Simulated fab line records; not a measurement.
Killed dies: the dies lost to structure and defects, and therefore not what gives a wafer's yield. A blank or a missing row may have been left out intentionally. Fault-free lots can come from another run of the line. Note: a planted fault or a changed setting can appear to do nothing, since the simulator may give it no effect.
Chamber matching / flow nandHarc / rieDiel-10 running NHARC_A_SLIT_DESCUM_14: 4 sister chambers
The step chemistry O2, time 3 s. 16 wafers are shown with their chamber, then 8 later ones without.

## EACH WAFER AND ITS CHAMBER
wafer=L078.2; chamber=0; showerheadPlenumPTorr (Torr)=1.89; drypumpMotorCurrentA (A)=5.4; throttleValvePct (%)=11.318
wafer=L078.4; chamber=2; showerheadPlenumPTorr (Torr)=1.93; drypumpMotorCurrentA (A)=5.9; throttleValvePct (%)=11.323
wafer=L078.6; chamber=0; showerheadPlenumPTorr (Torr)=1.89; drypumpMotorCurrentA (A)=5.4; throttleValvePct (%)=11.303
wafer=L076.1; chamber=0; showerheadPlenumPTorr (Torr)=1.89; drypumpMotorCurrentA (A)=5.4; throttleValvePct (%)=11.295
wafer=L076.4; chamber=1; showerheadPlenumPTorr (Torr)=2.04; drypumpMotorCurrentA (A)=5.1; throttleValvePct (%)=11.320
wafer=L076.6; chamber=1; showerheadPlenumPTorr (Torr)=2.04; drypumpMotorCurrentA (A)=5.1; throttleValvePct (%)=11.321
wafer=L085.2; chamber=0; showerheadPlenumPTorr (Torr)=1.89; drypumpMotorCurrentA (A)=5.4; throttleValvePct (%)=11.307
wafer=L085.4; chamber=1; showerheadPlenumPTorr (Torr)=2.04; drypumpMotorCurrentA (A)=5.2; throttleValvePct (%)=11.301
wafer=L085.6; chamber=0; showerheadPlenumPTorr (Torr)=1.89; drypumpMotorCurrentA (A)=5.4; throttleValvePct (%)=11.294
wafer=L087.2; chamber=0; showerheadPlenumPTorr (Torr)=1.89; drypumpMotorCurrentA (A)=5.4; throttleValvePct (%)=11.313
wafer=L087.5; chamber=3; showerheadPlenumPTorr (Torr)=1.91; drypumpMotorCurrentA (A)=6.3; throttleValvePct (%)=11.296
wafer=L087.6; chamber=0; showerheadPlenumPTorr (Torr)=1.89; drypumpMotorCurrentA (A)=5.4; throttleValvePct (%)=11.324
wafer=L089.1; chamber=2; showerheadPlenumPTorr (Torr)=1.93; drypumpMotorCurrentA (A)=5.9; throttleValvePct (%)=11.320
wafer=L089.4; chamber=1; showerheadPlenumPTorr (Torr)=2.03; drypumpMotorCurrentA (A)=5.1; throttleValvePct (%)=11.306
wafer=L089.5; chamber=1; showerheadPlenumPTorr (Torr)=2.04; drypumpMotorCurrentA (A)=5.1; throttleValvePct (%)=11.309
wafer=L088.2; chamber=1; showerheadPlenumPTorr (Torr)=2.03; drypumpMotorCurrentA (A)=5.2; throttleValvePct (%)=11.315

SIGNATURES (means of the wafers above)
reading=showerheadPlenumPTorr; chamber 0=1.8900; chamber 1=2.0367; chamber 2=1.9300; chamber 3=1.9100; scatter within a chamber=0.00333
reading=drypumpMotorCurrentA; chamber 0=5.400; chamber 1=5.133; chamber 2=5.900; chamber 3=6.300; scatter within a chamber=0.0333
reading=throttleValvePct; chamber 0=11.30771; chamber 1=11.31200; chamber 2=11.32150; chamber 3=11.29600; scatter within a chamber=0.00956
Rule: for a wafer and a chamber, the distance is found by dividing, reading by reading, the gap between the wafer's reading and the chamber's mean by the reading's scatter, squaring, summing and taking the root. The wafer belongs to the nearest chamber; if the next one is less than 2 further off, it can't be placed. The scatter is the square root of a quotient: the sum, over the shown wafers, of each reading's squared deviation from its chamber's mean, divided by wafers minus chambers.

## WAFERS WITHOUT THEIR CHAMBER
wafer=L088.4; showerheadPlenumPTorr (Torr)=1.89; drypumpMotorCurrentA (A)=5.4; throttleValvePct (%)=11.319
wafer=L088.5; showerheadPlenumPTorr (Torr)=2.03; drypumpMotorCurrentA (A)=5.1; throttleValvePct (%)=11.299
wafer=L091.3; showerheadPlenumPTorr (Torr)=1.93; drypumpMotorCurrentA (A)=5.9; throttleValvePct (%)=11.296
wafer=L091.4; showerheadPlenumPTorr (Torr)=1.91; drypumpMotorCurrentA (A)=6.3; throttleValvePct (%)=11.301
wafer=L091.5; showerheadPlenumPTorr (Torr)=1.89; drypumpMotorCurrentA (A)=5.4; throttleValvePct (%)=11.309
wafer=L094.2; showerheadPlenumPTorr (Torr)=2.03; drypumpMotorCurrentA (A)=5.2; throttleValvePct (%)=11.307
wafer=L094.3; showerheadPlenumPTorr (Torr)=1.93; drypumpMotorCurrentA (A)=5.9; throttleValvePct (%)=11.299
wafer=L094.4; showerheadPlenumPTorr (Torr)=1.89; drypumpMotorCurrentA (A)=5.4; throttleValvePct (%)=11.318

## EACH ONE'S CHAMBER
wafer=L088.4; from the rows above=0; in truth=0
wafer=L088.5; from the rows above=1; in truth=1
wafer=L091.3; from the rows above=2; in truth=2
wafer=L091.4; from the rows above=3; in truth=3
wafer=L091.5; from the rows above=0; in truth=0
wafer=L094.2; from the rows above=1; in truth=1
wafer=L094.3; from the rows above=2; in truth=2
wafer=L094.4; from the rows above=0; in truth=0
Placed correctly: 8 of 8. Can't be placed from these rows: 0. Placed wrongly: 0.
